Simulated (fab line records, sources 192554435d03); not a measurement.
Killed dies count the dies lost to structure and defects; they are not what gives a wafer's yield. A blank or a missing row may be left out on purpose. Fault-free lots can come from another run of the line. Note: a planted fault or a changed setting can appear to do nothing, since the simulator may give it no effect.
Split-lot trial	flow n5Finfet	7 lots, 39 wafers read, on a route of 1938 steps

## ON THE SPLIT
At N5_MOL_CONTACT_COAG_EXPOSE_81 (exposes mask VG, defocus 0 nm), the setting doseMj was moved away from the recipe's 59.5 on 9 of the 39 wafers read, by -5.8% to +7.9%. For the rest of the wafers, this setting stayed at what the recipe calls for.

## FROM THE SPLIT TO THE READING: what the file shows between them, 5 steps
- N5_MOL_CONTACT_COAG_PEB_82: peb time 60 s
- N5_MOL_CONTACT_COAG_DEVELOP_83: develop time 30 s
- N5_MOL_CONTACT_COAG_CD_MEAS_84: target cd 25.1 nm
- N5_MOL_CONTACT_COAG_PRECLEAN_144: cleans in alkaline clean, time 60 s
- N5_MOL_CONTACT_COAG_SRD_145: time 30 s

## THE READING
cdNm at N5_MOL_CONTACT_COAG_CD_MEAS_137, given in nm (cd target 16 nm). Fault-free wafers of this fab line usually give 15.9 nm, standard deviation 0.3 nm.

wafer	tool, chamber at the split	doseMj as run	against the recipe	cdNm, nm	against lot-mates on the recipe
L077.1	euvScanner-02, 0	59.5	recipe	15.9	-
L077.2	euvScanner-02, 0	59.5	recipe	16.1	-
L077.3	euvScanner-02, 0	59.5	recipe	16.1	-
L077.4	euvScanner-02, 0	59.5	recipe	15.5	-
L077.5	euvScanner-02, 0	59.5	recipe	15.9	-
L077.6	euvScanner-02, 0	59.5	recipe	16.0	-
L082.1	euvScanner-01, 0	59.5	recipe	15.9	-
L082.2	euvScanner-01, 0	59.5	recipe	16.4	-
L082.3	euvScanner-01, 0	64.21	+7.9%	17.3	+1.2
L082.4	euvScanner-01, 0	64.21	+7.9%	17.3	+1.2
L082.5	euvScanner-01, 0	64.21	+7.9%	17.3	+1.2
L082.6	euvScanner-01, 0	59.5	recipe	16.0	-
L083.1	euvScanner-02, 0	59.5	recipe	16.0	-
L083.2	euvScanner-02, 0	59.5	recipe	15.8	-
L083.3	euvScanner-02, 0	59.5	recipe	15.7	-
L083.4	euvScanner-02, 0	59.5	recipe	15.6	-
L083.5	euvScanner-02, 0	59.5	recipe	15.5	-
L083.6	euvScanner-02, 0	59.5	recipe	15.5	-
L085.1	euvScanner-02, 0	59.5	recipe	15.5	-
L085.2	euvScanner-02, 0	56.04	-5.8%	14.3	-1.5
L085.3	euvScanner-02, 0	59.5	recipe	16.1	-
L085.4	euvScanner-02, 0	56.04	-5.8%	14.0	-1.8
L085.5	euvScanner-02, 0	56.04	-5.8%	14.3	-1.5
L085.6	euvScanner-02, 0	59.5	recipe	15.8	-
L088.1	euvScanner-01, 0	59.5	recipe	16.2	-
L088.2	euvScanner-01, 0	59.5	recipe	16.1	-
L088.3	euvScanner-01, 0	59.5	recipe	15.6	-
L088.4	euvScanner-01, 0	59.5	recipe	15.6	-
L088.5	euvScanner-01, 0	59.5	recipe	15.9	-
L088.6	euvScanner-01, 0	59.5	recipe	16.1	-
L091.1	euvScanner-01, 0	59.5	recipe	15.7	-
L091.3	euvScanner-01, 0	59.5	recipe	15.8	-
L091.6	euvScanner-01, 0	59.5	recipe	15.8	-
L096.1	euvScanner-01, 0	62.9	+5.7%	17.0	+1.1
L096.2	euvScanner-01, 0	59.5	recipe	15.8	-
L096.3	euvScanner-01, 0	59.5	recipe	15.9	-
L096.4	euvScanner-01, 0	62.9	+5.7%	16.8	+0.9
L096.5	euvScanner-01, 0	59.5	recipe	16.1	-
L096.6	euvScanner-01, 0	62.9	+5.7%	16.7	+0.8

THE FIT
A straight line over all 39 wafers: cdNm changes by +0.21 nm for each +1% of doseMj; r = +0.93; the points scatter about the line by 0.26 nm.
The same after taking each lot's own level away (the mean of its wafers on the recipe; 39 wafers): +0.19 nm for each +1%; r = +0.93; scatter 0.24 nm.
On that fit, the largest move of doseMj shifts the reading by 1.5 nm.
From 15.68 to 16.10 nm: that is the span of the lots' own levels, equal to 1.4 times the standard deviation above.
So the slope is not independent of the lot-to-lot level: the two fits are not the same.
Check: +1.47 nm against its lot-mates is what the line predicts for one of the wafers moved furthest among these (+7.9%) when that wafer is left out of the fit. It came out at +1.2 nm against them.

## THE OTHER SPLITS THESE WAFERS WENT THROUGH
Before the reading, these wafers also passed through other splits. Each is held against what the fit with the lots' levels taken away leaves over:
other split on the same wafers	wafers away from the commonest value	r with cdNm (lot level and that fit taken away)
N5_FIN_SAQP_ETCH_65 timeS	9	+0.09
N5_FIN_SAQP_ETCH_34 sourceW	9	-0.25
N5_DUMMY_GATE_ETCH_42 biasW	18	+0.02
N5_SPACER0_ALD_00 aldCycles	12	-0.03
N5_SD_EPI_P_ETCH_16 targetDepthA	15	-0.01
N5_HKMG_FIN_CVD_62 tempC	9	-0.23
N5_MOL_CONTACT_COAG_ETCH_110 biasW	9	-0.13
N5_MOL_CONTACT_COAG_ALD_123 aldCycles	12	+0.13

## THE WHOLE CHAIN: every reading that the file lists as answering this split, in the file's order
step	what it does	reading	change (the file's fit)	r (the file's)
N5_MOL_CONTACT_COAG_CD_MEAS_84	target cd 25.1 nm	cdNm	+0.21 nm for each +1% of the setting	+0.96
N5_MOL_CONTACT_COAG_CD_MEAS_137	target cd 16 nm	cdNm	+0.187 nm for each +1% of the setting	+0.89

## THE FILE'S OWN FIT
cdNm changes by +0.187 nm for each +1% of doseMj, r = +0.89.
